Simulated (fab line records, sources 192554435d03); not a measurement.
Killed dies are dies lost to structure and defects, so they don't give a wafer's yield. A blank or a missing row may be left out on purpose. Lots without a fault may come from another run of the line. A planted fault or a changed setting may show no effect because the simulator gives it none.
fab line records | flow n5_finfet
record lots=6 wafers=18 last_day=16
route steps=1938 shown SD_EPI_P@302
lots that met no fault: from a run of the same line without faults
start_h: hours from the record's first day to the start of the lot's first wafer shown | wait_h: hours since the lot's step before | " the same as in the row above | L1.1+2: a row that stands for several wafers | - no value, or no start given | * or withheld: withheld | < > ~ a bound
route shown NAME@n: a module of which the file shows steps, and the number in the route of the first | usual: mean/standard deviation of fault-free wafers | same: alike in all rows | chamber/n: place in a boat | sites: the reading at each site | _std_site: their standard deviation | _edge_site: outer sites' mean less inner sites' | radius_mm: how far each site lies from the wafer's centre | mask NAME#n: copy n | behind: the tool/chamber that last shaped the wafer | hold: why the lot was held/for how many hours/how that ended | device: the transistor (n, p or np) that didn't switch | end of line: the same wafers' tests at the end of the route | a step without rows: its recipe alone | killed: dies lost to structure and defects at the first sort, not the wafer's yield | map: a wafer's dies, x killed, . not, _ none there
set.NAME: the setting as run; set.NAME@STEP: as run at that earlier step | model.NAME: the simulator's own value behind a step, which no gauge read
lots at some steps of the route; a table a step, a row a wafer
services: from which hour (start_h, from the record's first day; less than 0 if before it) a tool's chamber was out of use, for how many hours, and why
## steps
# step N5_SD_EPI_P_DEVELOP_08
# recipe develop_time_s=30 developer=TMAH resist=CAR-ArF-block dev_temp_c=23 rinse_liquid=diw dry=air_spin
# step N5_SD_EPI_P_CD_MEAS_09
# recipe target_cd_nm=240 landing_energy_ev=500 detector=se_inlens
# usual cd_nm=240.2/0.94
# same landing_energy_ev=500
# columns lot.wafer tool chamber start_h wait_h cd_nm
L810.1 cd_sem-03 0 109.86 - 240.4
L810.3 " 0 " " 239.9
L810.4 " 0 " " 239.6
L811.3 cd_sem-01 0 112.97 - 239.0
L811.4 " 0 " " 240.9
L811.5 " 0 " " 240.1
L820.2 cd_sem-01 0 159.87 - 241.3
L820.3 " 0 " " 239.4
L820.6 " 0 " " 240.0
L821.2 cd_sem-03 0 171.01 - 240.6
L821.3 " 0 " " 239.4
L821.6 " 0 " " 240.8
L822.1 cd_sem-01 0 176.12 - 240.2
L822.3 " 0 " " 240.6
L822.4 " 0 " " 240.2
L824.1 cd_sem-03 0 189.36 - 239.7
L824.2 " 0 " " 239.4
L824.3 " 0 " " 240.5
# step N5_SD_EPI_P_OVL_MEAS_10
# recipe points_per_wafer=44
# usual SD_P_BLK_OVL=-0.3/0.73
# columns lot.wafer tool chamber start_h wait_h SD_P_BLK_OVL[nm]
L810.1 overlay-01 0 109.89 0.0 0.2
L810.3 " 0 " " -0.3
L810.4 " 0 " " -0.3
L811.3 overlay-02 0 113.00 0.0 -0.5
L811.4 " 0 " " 0.7
L811.5 " 0 " " 0.2
L820.2 overlay-02 0 159.89 0.0 -0.7
L820.3 " 0 " " 0.3
L820.6 " 0 " " -0.2
L821.2 overlay-02 0 171.04 0.0 0.0
L821.3 " 0 " " 0.0
L821.6 " 0 " " -0.5
L822.1 overlay-01 0 176.15 0.0 -1.5
L822.3 " 0 " " -0.7
L822.4 " 0 " " -2.4
L824.1 overlay-02 0 189.39 0.0 -0.1
L824.2 " 0 " " -0.4
L824.3 " 0 " " 0.3
# step N5_SD_EPI_P_INSPECT_11
# recipe mode=adi inspect_instrument=macro
# usual raw_defect_count=2.1/1.4
# columns lot.wafer tool chamber start_h wait_h raw_defect_count
L810.1 defect_inspect-01 - 109.91 0.0 2
L810.3 " - " " 3
L810.4 " - " " 2
L811.3 defect_inspect-02 - 113.02 0.0 2
L811.4 " - " " 3
L811.5 " - " " 2
L820.2 defect_inspect-02 - 159.92 0.0 3
L820.3 " - " " 4
L820.6 " - " " 4
L821.2 defect_inspect-01 - 171.07 0.0 1
L821.3 " - " " 4
L821.6 " - " " 4
L822.1 defect_inspect-01 - 176.18 0.0 1
L822.3 " - " " 0
L822.4 " - " " 3
L824.1 defect_inspect-02 - 189.42 0.0 2
L824.2 " - " " 0
L824.3 " - " " 1
# step N5_SD_EPI_P_DESCUM_14
# recipe chemistry=O2 time_s=7.9 source_power_w=50 bias_power_w=20 pressure_mtorr=20 rf_frequency_hz=2.712e+07 temp_c=40 resist=CAR-ArF-block o2_flow_sccm=225
# usual drypump_motor_current_A=5.6/0.42 oes_product_au=0.79/0.1 rf_fwd_power_W=49.3/0.31 rf_vpp_V=243.3/1.4 showerhead_plenum_p_Torr=2.11/0.073 throttle_valve_pct=20.5/0.36
# columns lot.wafer tool chamber start_h wait_h drypump_motor_current_A oes_product_au rf_fwd_power_W rf_hours_counter_h rf_vpp_V showerhead_plenum_p_Torr throttle_valve_pct
L810.1 rie_diel-05 0 109.95 0.0 6.5 0.71 49.2 173 243.6 2.17 20.7
L810.3 " 3 " " 5.3 0.71 49.5 213 242.3 2.09 20.9
L810.4 " 2 " " 5.8 0.68 49.8 250 243.3 2.04 20.3
L811.3 rie_diel-02 3 113.06 0.0 5.4 0.93 49.8 12 246.5 2.24 20.2
L811.4 " 0 " " 6.0 0.75 48.9 170 242.6 2.09 20.6
L811.5 " 0 " " 6.0 0.75 49.0 - 243.1 2.09 20.6
L820.2 rie_diel-02 2 160.20 0.3 5.7 0.69 49.0 238 243.1 2.09 21.0
L820.3 " 3 " " 5.4 0.90 49.5 25 244.7 2.24 20.3
L820.6 " 3 " " 5.4 0.90 49.5 - 244.8 2.24 20.3
L821.2 rie_diel-05 2 171.10 0.0 5.8 0.93 49.8 16 241.7 2.03 20.0
L821.3 " 0 " " 6.5 0.70 49.1 190 245.8 2.16 20.7
L821.6 " 1 " " 5.5 0.71 49.5 - 242.5 2.05 20.4
L822.1 rie_diel-05 0 176.21 0.0 6.4 0.70 49.3 191 243.2 2.16 20.7
L822.3 " 1 " " 5.5 0.70 49.9 209 242.1 2.05 20.3
L822.4 " 2 " " 5.7 0.92 49.9 17 242.1 2.03 20.0
L824.1 rie_diel-04 1 189.45 0.0 6.2 0.69 48.8 235 240.1 2.00 20.8
L824.2 " 3 " " 5.0 0.88 49.6 30 243.6 2.10 19.7
L824.3 " 0 " " 5.3 0.92 48.9 13 246.0 2.26 20.2
# step N5_SD_EPI_P_ETCH_36
# recipe chemistry=CF4 target=SiARC target_depth_a=455 mask_material=CAR-ArF-block time_s=75.8 ion_energy_ev=80 pressure_mtorr=40 source_w=545 bias_w=36 Ar_flow_sccm=100 cf4_flow_sccm=100 ends=cleared
# usual drypump_motor_current_A=5.6/0.42 etch_rf_on_time_s=76.3/2.3 oes_product_au=0.67/0.09 rf_fwd_power_W=538.6/2.9 rf_vpp_V=184.3/1.1 showerhead_plenum_p_Torr=2.16/0.067 throttle_valve_pct=15.6/0.33
# columns lot.wafer tool chamber start_h wait_h drypump_motor_current_A etch_rf_on_time_s oes_product_au rf_fwd_power_W rf_hours_counter_h rf_vpp_V showerhead_plenum_p_Torr throttle_valve_pct
L810.1 rie_diel-05 0 109.99 0.0 6.4 78.3 0.62 537.7 173 184.5 2.22 15.9
L810.3 " 3 " " 5.2 72.6 0.62 535.9 213 184.8 2.11 15.9
L810.4 " 2 " " 5.8 75.9 0.59 540.9 250 184.8 2.09 15.7
L811.3 rie_diel-02 3 113.09 0.0 5.4 76.8 0.79 543.1 12 184.8 2.27 15.3
L811.4 " 0 " " 6.0 80.7 0.62 534.3 170 183.5 2.14 15.8
L811.5 " 0 " " 6.0 80.1 0.62 535.1 - 183.5 2.14 15.8
L820.2 rie_diel-02 2 160.23 0.0 5.7 75.4 0.60 535.6 238 184.0 2.12 16.1
L820.3 " 3 " " 5.4 76.6 0.77 539.8 25 184.6 2.27 15.3
L820.6 " 3 " " 5.4 76.5 0.76 540.0 - 184.9 2.27 15.3
L821.2 rie_diel-05 2 171.14 0.0 5.7 75.2 0.81 543.8 16 184.1 2.09 15.2
L821.3 " 0 " " 6.5 78.9 0.60 537.4 190 185.1 2.21 15.9
L821.6 " 1 " " 5.5 80.0 0.58 540.6 - 184.6 2.10 15.6
L822.1 rie_diel-05 0 176.25 0.0 6.5 78.1 0.61 537.9 191 184.0 2.21 15.9
L822.3 " 1 " " 5.5 79.2 0.59 539.4 209 183.1 2.10 15.6
L822.4 " 2 " " 5.8 74.3 0.81 541.2 17 185.3 2.09 15.2
L824.1 rie_diel-04 1 189.48 0.0 6.2 74.6 0.58 537.0 235 182.9 2.06 16.0
L824.2 " 3 " " 5.0 78.3 0.74 545.5 30 185.2 2.18 15.1
L824.3 " 0 " " 5.3 76.8 0.81 535.4 13 184.5 2.26 15.0
# step N5_SD_EPI_P_ETCH_37
# recipe chemistry=N2/H2 target=SOC overetch_a=1080 mask_material=SiARC temp_c=40 ion_energy_ev=100 source_w=3000 bias_w=133 pressure_mtorr=20 time_s=486 n2_flow_sccm=200 h2_flow_sccm=200 ends=end_point
# usual drypump_motor_current_A=5.6/0.42 oes_product_au=0.71/0.094 rf_fwd_power_W=2995/9.2 rf_vpp_V=240.9/1.3 showerhead_plenum_p_Torr=2.57/0.088 throttle_valve_pct=23.9/0.39
# columns lot.wafer tool chamber start_h wait_h drypump_motor_current_A oes_product_au rf_fwd_power_W rf_hours_counter_h rf_vpp_V showerhead_plenum_p_Torr throttle_valve_pct
L810.1 rie_diel-05 0 110.04 0.0 6.5 0.66 2992 173 242.6 2.62 24.2
L810.3 " 3 " " 5.3 0.63 2993 213 240.2 2.53 24.4
L810.4 " 2 " " 5.8 0.62 2999 250 239.6 2.50 23.8
L811.3 rie_diel-02 3 113.15 0.0 5.4 0.84 3010 12 243.5 2.73 23.8
L811.4 " 0 " " 6.0 0.68 2990 170 241.9 2.53 24.1
L811.5 " 0 " " 6.0 0.68 2979 - 240.2 2.53 24.1
L820.2 rie_diel-02 2 160.29 0.0 5.7 0.63 2999 238 240.7 2.50 24.2
L820.3 " 3 " " 5.4 0.81 2980 25 243.6 2.72 23.9
L820.6 " 3 " " 5.4 0.80 2989 - 241.9 2.72 23.9
L821.2 rie_diel-05 2 171.19 0.0 5.8 0.84 3008 16 240.1 2.49 23.5
L821.3 " 0 " " 6.5 0.65 2981 190 241.6 2.61 24.2
L821.6 " 1 " " 5.5 0.63 3009 - 240.6 2.54 24.0
L822.1 rie_diel-05 0 176.30 0.0 6.5 0.65 2998 191 240.7 2.61 24.2
L822.3 " 1 " " 5.5 0.63 2993 209 240.0 2.54 24.0
L822.4 " 2 " " 5.8 0.84 3011 17 239.3 2.49 23.5
L824.1 rie_diel-04 1 189.54 0.0 6.2 0.60 2989 235 237.3 2.40 24.2
L824.2 " 3 " " 5.0 0.79 2990 30 240.9 2.58 23.4
L824.3 " 0 " " 5.3 0.84 3003 13 243.3 2.68 23.1
# step N5_SD_EPI_P_STRIP_38
# recipe chemistry=N2/H2 temp_c=40 n2_flow_sccm=200 h2_flow_sccm=200 rf_frequency_hz=6e+07
# step N5_SD_EPI_P_ETCHBACK_46
# recipe chemistry=CH3F/O2 mode=anisotropic_etchback target=SiNx target_depth_a=175 stop_on=SiO2 over_etch_frac=0.3 ion_energy_ev=120 pressure_mtorr=30 source_w=395 bias_w=73 Ar_flow_sccm=150 CH3F_flow_sccm=30 O2_flow_sccm=20
# usual CH3F_flow_sccm=29.99/0.084 drypump_motor_current_A=5.6/0.43 oes_f_703_au=0.78/0.1 oes_product_au=0.67/0.088 rf_fwd_power_W=393.0/1.4 rf_vpp_V=298/7.8 showerhead_plenum_p_Torr=2.02/0.071 throttle_valve_pct=16.4/0.31
# columns lot.wafer tool chamber start_h wait_h CH3F_flow_sccm drypump_motor_current_A oes_f_703_au oes_product_au rf_fwd_power_W rf_hours_counter_h rf_vpp_V showerhead_plenum_p_Torr throttle_valve_pct
L810.1 rie_diel-05 0 110.37 0.0 30.03 6.5 0.73 0.63 391.5 173 309 2.10 16.8
L810.3 " 3 " " 30.06 5.3 0.71 0.60 390.9 214 295 1.95 16.5
L810.4 " 2 " " 30.07 5.7 0.71 0.59 391.4 250 289 1.95 16.3
L811.3 rie_diel-02 3 113.47 0.0 29.93 5.4 0.91 0.80 393.5 12 300 2.13 16.0
L811.4 " 0 " " 29.92 6.0 0.72 0.65 390.8 170 304 2.00 16.5
L811.5 " 0 " " 30.13 6.0 0.72 0.65 391.8 - 304 2.00 16.5
L820.2 rie_diel-02 2 160.61 0.0 29.91 5.6 0.72 0.60 395.0 238 290 1.98 16.8
L820.3 " 3 " " 30.02 5.4 0.88 0.78 394.8 26 301 2.12 16.1
L820.6 " 3 " " 30.08 5.4 0.88 0.77 394.2 - 302 2.12 16.1
L821.2 rie_diel-05 2 171.52 0.0 30.01 5.7 0.95 0.80 395.0 16 290 1.94 15.9
L821.3 " 0 " " 30.00 6.5 0.71 0.62 395.3 190 310 2.09 16.8
L821.6 " 1 " " 30.07 5.5 0.66 0.61 395.4 - 296 1.95 16.3
L822.1 rie_diel-05 0 176.63 0.0 29.98 6.5 0.71 0.62 393.4 191 310 2.09 16.8
L822.3 " 1 " " 30.00 5.5 0.66 0.61 394.6 209 294 1.95 16.3
L822.4 " 2 " " 30.13 5.8 0.96 0.80 393.5 17 294 1.94 15.9
L824.1 rie_diel-04 1 189.86 0.0 30.03 6.2 0.69 0.58 391.4 235 304 1.92 16.7
L824.2 " 3 " " 29.87 5.0 0.84 0.77 394.3 30 303 2.06 15.9
L824.3 " 0 " " 30.09 5.3 0.91 0.80 390.6 14 314 2.13 15.8
# step N5_SD_EPI_P_ETCH_47
# recipe chemistry=CH3F/O2 target=SiOCN target_depth_a=250 mask_material=SOC ion_energy_ev=60 bias_w=29 pressure_mtorr=30 source_w=410 Ar_flow_sccm=150 CH3F_flow_sccm=30 O2_flow_sccm=20
# usual CH3F_flow_sccm=30.02/0.095 drypump_motor_current_A=5.6/0.43 oes_f_703_au=0.78/0.1 oes_product_au=0.79/0.1 rf_fwd_power_W=407.9/1.6 rf_vpp_V=128/3.3 showerhead_plenum_p_Torr=2.02/0.071 throttle_valve_pct=16.3/0.31
# columns lot.wafer tool chamber start_h wait_h CH3F_flow_sccm drypump_motor_current_A oes_f_703_au oes_product_au rf_fwd_power_W rf_hours_counter_h rf_vpp_V showerhead_plenum_p_Torr throttle_valve_pct
L810.1 rie_diel-05 0 110.47 0.1 29.90 6.4 0.72 0.73 408.1 173 132 2.10 16.7
L810.3 " 3 " " 29.98 5.3 0.71 0.71 406.2 214 127 1.95 16.5
L810.4 " 2 " " 30.03 5.7 0.72 0.69 408.4 250 123 1.95 16.3
L811.3 rie_diel-02 3 113.57 0.1 29.96 5.4 0.92 0.92 407.4 12 129 2.13 16.0
L811.4 " 0 " " 29.97 6.1 0.71 0.75 409.7 170 129 2.00 16.5
L811.5 " 0 " " 29.84 6.0 0.72 0.74 408.1 - 129 2.00 16.5
L820.2 rie_diel-02 2 160.71 0.1 30.15 5.7 0.72 0.69 407.6 238 124 1.98 16.8
L820.3 " 3 " " 30.04 5.4 0.89 0.91 410.0 26 129 2.12 16.1
L820.6 " 3 " " 29.98 5.4 0.88 0.90 409.6 - 129 2.12 16.0
L821.2 rie_diel-05 2 171.62 0.1 30.04 5.8 0.96 0.93 410.7 16 126 1.94 15.9
L821.3 " 0 " " 29.91 6.4 0.72 0.71 406.6 190 132 2.09 16.8
L821.6 " 1 " " 30.00 5.5 0.66 0.69 410.1 - 126 1.95 16.3
L822.1 rie_diel-05 0 176.73 0.1 30.05 6.4 0.71 0.71 408.0 191 133 2.09 16.8
L822.3 " 1 " " 30.06 5.5 0.66 0.69 409.7 209 127 1.95 16.3
L822.4 " 2 " " 29.87 5.7 0.96 0.93 408.2 18 124 1.94 15.9
L824.1 rie_diel-04 1 189.96 0.1 29.96 6.2 0.69 0.69 406.6 235 130 1.92 16.7
L824.2 " 3 " " 30.05 5.0 0.84 0.90 409.3 30 130 2.06 15.9
L824.3 " 0 " " 29.90 5.3 0.91 0.94 407.3 14 134 2.13 15.8
# step N5_SD_EPI_P_ETCH_16
# recipe chemistry=CHF3/O2 target=SiO2 target_depth_a=50 mask_material=SOC pressure_mtorr=30 source_w=650 bias_w=170 Ar_flow_sccm=200 CHF3_flow_sccm=50 O2_flow_sccm=5 ion_energy_ev=200
# step N5_SD_EPI_P_STRIP_50
# recipe chemistry=CHF3/O2 resist=SiARC rf_frequency_hz=6e+07
# step N5_SD_EPI_P_SD_RECESS_17
# recipe chemistry=HBr/Cl2/O2 target_depth_a=391 bt_time_s=3 pressure_mtorr=10 icp_w=800 bias_w=112 HBr_flow_sccm=150 Cl2_flow_sccm=80 O2_flow_sccm=12
# usual drypump_motor_current_A=5.5/0.51 oes_product_au=0.996/0.017 rf_fwd_power_W=794.0/2.7 throttle_valve_pct=36.8/0.33
# columns lot.wafer tool chamber start_h wait_h drypump_motor_current_A oes_product_au rf_fwd_power_W rf_hours_counter_h throttle_valve_pct model.etch.depth_nm model.SD_EPI_P.feature_depth_nm
L810.1 rie_si-03 3 110.64 0.0 5.5 1.009 793.5 193 37.2 38.68 38.6
L810.3 " 2 " " 4.8 0.980 799.5 116 36.5 38.67 38.6
L810.4 " 1 " " 5.2 0.997 795.4 70 36.7 38.71 38.8
L811.3 rie_si-06 0 113.74 0.0 6.3 1.007 792.9 197 36.9 38.25 38.2
L811.4 " 2 " " 4.8 0.994 795.8 142 37.0 38.43 38.4
L811.5 " 2 " " 4.8 0.985 795.9 - 37.0 38.58 38.6
L820.2 rie_si-03 1 160.88 0.0 5.1 1.004 789.5 71 36.7 39.14 39.2
L820.3 " 2 " " 4.8 0.969 785.0 117 36.5 38.64 38.6
L820.6 " 2 " " 4.8 0.971 795.2 - 36.5 38.75 38.8
L821.2 rie_si-03 2 171.79 0.0 4.7 0.929 796.3 117 36.5 32.18 32.2
L821.3 " 0 " " 6.0 0.968 796.6 4 37.0 32.24 32.2
L821.6 " 0 " " 6.0 0.965 797.6 - 37.0 32.12 32.2
L822.1 rie_si-02 3 176.90 0.0 5.5 1.005 789.6 129 37.3 39.49 39.4
L822.3 " 1 " " 5.7 1.041 798.1 19 37.0 41.09 41
L822.4 " 0 " " 5.8 0.991 790.9 172 36.6 39.04 39
L824.1 rie_si-03 2 190.14 0.0 4.8 0.928 792.9 117 36.5 32.52 32.6
L824.2 " 1 " " 5.2 0.960 793.4 72 36.7 31.92 32
L824.3 " 3 " " 5.5 0.947 793.4 0 36.9 32.84 32.8
# step N5_SD_EPI_P_WET_ETCH_45
# recipe chemistry=dHF dilution=withheld time_s=10.7 target=SiO2 target_depth_a=20 temp_c=25 dry=ipa_marangoni rinse_time_s=30 rinse_temp_c=23
## services
# columns tool chamber start_h hours kind
rie_si-02 - 86.93 4.3 pm
rie_si-06 2 95.21 10.7 repair
rie_diel-05 2 111.34 - clean
rie_diel-05 2 111.34 - consumable_replace:focus_ring
rie_diel-05 2 111.34 15.7 scheduled_down
rie_diel-05 2 111.34 15.7 vent_cycle
rie_si-06 0 116.09 - clean
rie_si-06 0 116.09 36.3 scheduled_down
rie_si-06 0 116.09 36.3 vent_cycle
rie_diel-04 0 124.66 - clean
rie_diel-04 0 124.66 - consumable_replace:focus_ring
rie_diel-04 0 124.66 - consumable_replace:showerhead
rie_diel-04 0 124.66 17.3 scheduled_down
rie_diel-04 0 124.66 17.3 vent_cycle
rie_diel-02 0 137.14 1.7 repair
rie_diel-05 0 139.20 12.1 repair
rie_si-03 3 155.58 - clean
rie_si-03 3 155.58 19.9 scheduled_down
rie_si-03 3 155.58 19.9 vent_cycle
rie_diel-02 2 167.26 2.7 repair
rie_diel-04 3 171.42 1.6 repair
## key
first_sign step=N5_SD_EPI_P_SD_RECESS_17 reading=oes_product_au direction=down sigmas=2.7 usual=0.996 struck=0.950
effect none on later readings
model_effect step=N5_SD_EPI_P_SD_RECESS_17 value=etch.depth_nm without=39.28 struck=32.3
met_at N5_SD_EPI_P_SD_RECESS_17
struck_wafers L821.2,L821.3,L821.6,L824.1,L824.2,L824.3
rows_end L821.2,L821.3,L821.6,L824.1,L824.2,L824.3
onset_between 160.88 171.79
fault kind=process_parameter_drift tool=rie_si-03 chamber=- onset_h=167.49 steps=N5_SD_EPI_P_SD_RECESS_17 channel=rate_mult offset=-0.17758 shape=step
# rows_end: these wafers met a further fault down the route, and their rows from its step on are left out
